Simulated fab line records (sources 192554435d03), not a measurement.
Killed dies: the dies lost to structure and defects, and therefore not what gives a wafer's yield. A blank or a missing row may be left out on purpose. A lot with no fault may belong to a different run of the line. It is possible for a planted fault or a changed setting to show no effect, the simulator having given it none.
A lot that was struck, set against a sound lot | flow n5Finfet | 34 out of 1938 route steps
Sound: wafers L622.1, L622.2, L622.6. Wafers L630.1, L630.2, L630.3 were the ones struck. At the end, the cause is stated.
Order at every step that has rows: each side's tool, ch and its chambers, its first start. Under that, the readings that differ: sound wafers | struck wafers | difference of the means | sigmas: that difference in standard deviations of wafers without a fault.
alike: readings whose means differ by less than 2 such deviations, and words and numbers that are the same on both sides. not compared: withheld readings, readings that some wafer has no value for, bounds like >300 that may hide the same value, and numbers for which the record gives no deviation and whose values overlap.
A row with sigmas, a row that says differs or no value, or rows on one side alone: a step with any of these is where the two part. When numbers do not overlap yet have no deviation, they are printed without sigmas and do not part them. A reading missing from all wafers of one side parts the sides only when that side holds two or more wafers.

first, 2 steps without rows for these wafers: N5_BEOL_M2_ETCH_41 (etches SiCN in CH3F/O2, target depth 29.9 nm, time 52.5 s); N5_BEOL_M2_STRIP_97 (strips in N2/H2, time 10 s).
N5_BEOL_M2_OCD_MEAS_38:
  sound: ocd-01 at day 8 20:12; struck: ocd-02 at day 11 02:29
  alike: trenchDepthNm
then, 4 steps without rows for these wafers: N5_BEOL_M2_HM_STRIP_39 (strips TiN in peroxide tin strip, target depth 25 nm, time 158 s); N5_BEOL_M2_SRD_40 (time 30 s); N5_BEOL_M2_PRECLEAN_42 (cleans in residue remover, time 60 s); N5_BEOL_M2_SRD_43 (time 30 s).
N5_BEOL_M2_CD_MEAS_35: target cd 18 nm, target cd y 22.2 nm.
  sound: cdSem-03 at day 8 20:28; struck: cdSem-03 at day 11 02:39
  alike: cdNm
then, 4 steps without rows for these wafers: N5_BEOL_M2_DEGAS_44 (time 60 s); N5_BEOL_M2_PRE_CLEAN_45 (time 30 s); N5_BEOL_M2_ALD_84 (deposits TaN, pulse time 2 s, purge time 3 s, co reactant purge time 2 s); N5_BEOL_M2_SURFACE_TREAT_85.
N5_BEOL_M2_CVD_47: deposits Co from CCTBA/H2, target thk 3 nm, time 223.8 s.
  sound on cvdCo-01 ch 0,1, day 8 21:16; struck on cvdCo-01 ch 0,1,2, day 11 03:19
  no value came back on the struck wafers for chamberPressureTorr (Torr), runLengthS (s); on the sound wafers chamberPressureTorr (Torr) reads 30.02 29.89 30.01
then, 2 steps without rows for these wafers: N5_BEOL_M2_SPUTTER_48 (material Cu, target thk 4.5 nm, time 8.29 s); N5_BEOL_M2_ANNEAL_49 (time 240 s).
N5_BEOL_M2_SPUTTER_79: material Cu, target thk 4.5 nm, time 8.29 s.
  sound: pvdSputter-01 at day 8 21:42; struck: pvdSputter-01 at day 11 03:41
  alike: throttleValvePct
then, 1 step without rows for these wafers: N5_BEOL_M2_ANNEAL_80 (time 240 s).
N5_BEOL_M2_SPUTTER_81: material Cu, target thk 4.5 nm, time 8.29 s.
  sound: pvdSputter-01 at day 8 21:55; struck: pvdSputter-01 at day 11 03:55
  alike: throttleValvePct
N5_BEOL_M2_ANNEAL_82: time 240 s.
  sound: pvdSputter-01 at day 8 22:00; struck: pvdSputter-01 at day 11 03:59
  alike: heaterPowerW
then, 2 steps without rows for these wafers: N5_BEOL_M2_SPUTTER_86 (material Cu, target thk 4.5 nm, time 8.29 s); N5_BEOL_M2_ANNEAL_87 (time 240 s).
N5_BEOL_M2_SPUTTER_88: material Cu, target thk 4.5 nm, time 8.29 s.
  sound: pvdSputter-01 at day 8 22:22; struck: pvdSputter-01 at day 11 04:21
  alike: throttleValvePct
then, 2 steps without rows for these wafers: N5_BEOL_M2_ANNEAL_89 (time 240 s); N5_BEOL_M2_SPUTTER_90 (material Cu, target thk 4.5 nm, time 8.29 s).
N5_BEOL_M2_ANNEAL_91: time 240 s.
  sound: pvdSputter-01 at day 8 22:40; struck: pvdSputter-01 at day 11 04:39
  alike: heaterPowerW
then, 7 steps without rows for these wafers: N5_BEOL_M2_SPUTTER_92 (material Cu, target thk 4.5 nm, time 8.29 s); N5_BEOL_M2_ANNEAL_93 (time 240 s); N5_BEOL_M2_SPUTTER_94 (material Cu, target thk 4.5 nm, time 8.29 s); N5_BEOL_M2_ANNEAL_95 (time 240 s); N5_BEOL_M2_SPUTTER_96 (material Cu, target thk 4.5 nm, time 8.29 s); N5_BEOL_M2_ECD_50 (material Cu, target thk 300 nm); N5_BEOL_M2_ANNEAL_51 (time 90 s).
N5_BEOL_M2_CMP_52: polishes, stops on SiOC, t overpolish 6.8 s, target thk 40 nm.
  sound on cmp-03 ch 0,1, day 8 23:45; struck on cmp-04 ch 1,2,3, day 11 05:46
reading                               | sound          | struck         | difference | sigmas
barrierFieldEndpointS (s)             | 23.8 23.4 24.4 | 22.3 21.2 20.7 | -2.5       | -3
model.Cu_of_BEOL_M2_ECD_50.thkNm (nm) | 36.2 39.4 38.4 | 44.6 42.6 42.2 | +5.1       | 
  alike: motorCurrentA
-- record jumps: 5 days separate the struck wafers' starts on either side; left off in module BEOL_M2, taken up again in module PASSIVATION, whose first shown step is the route's number 1936 --
N5_PASSIVATION_PROBE_49:
  rows exist in the record for the struck wafers here (prober-02, day 16 07:01), but not for the sound ones

## WHERE THEY PART
At N5_BEOL_M2_CVD_47 first; at N5_PASSIVATION_PROBE_49 last (within this record only).

WHY: what had been put in by the simulator
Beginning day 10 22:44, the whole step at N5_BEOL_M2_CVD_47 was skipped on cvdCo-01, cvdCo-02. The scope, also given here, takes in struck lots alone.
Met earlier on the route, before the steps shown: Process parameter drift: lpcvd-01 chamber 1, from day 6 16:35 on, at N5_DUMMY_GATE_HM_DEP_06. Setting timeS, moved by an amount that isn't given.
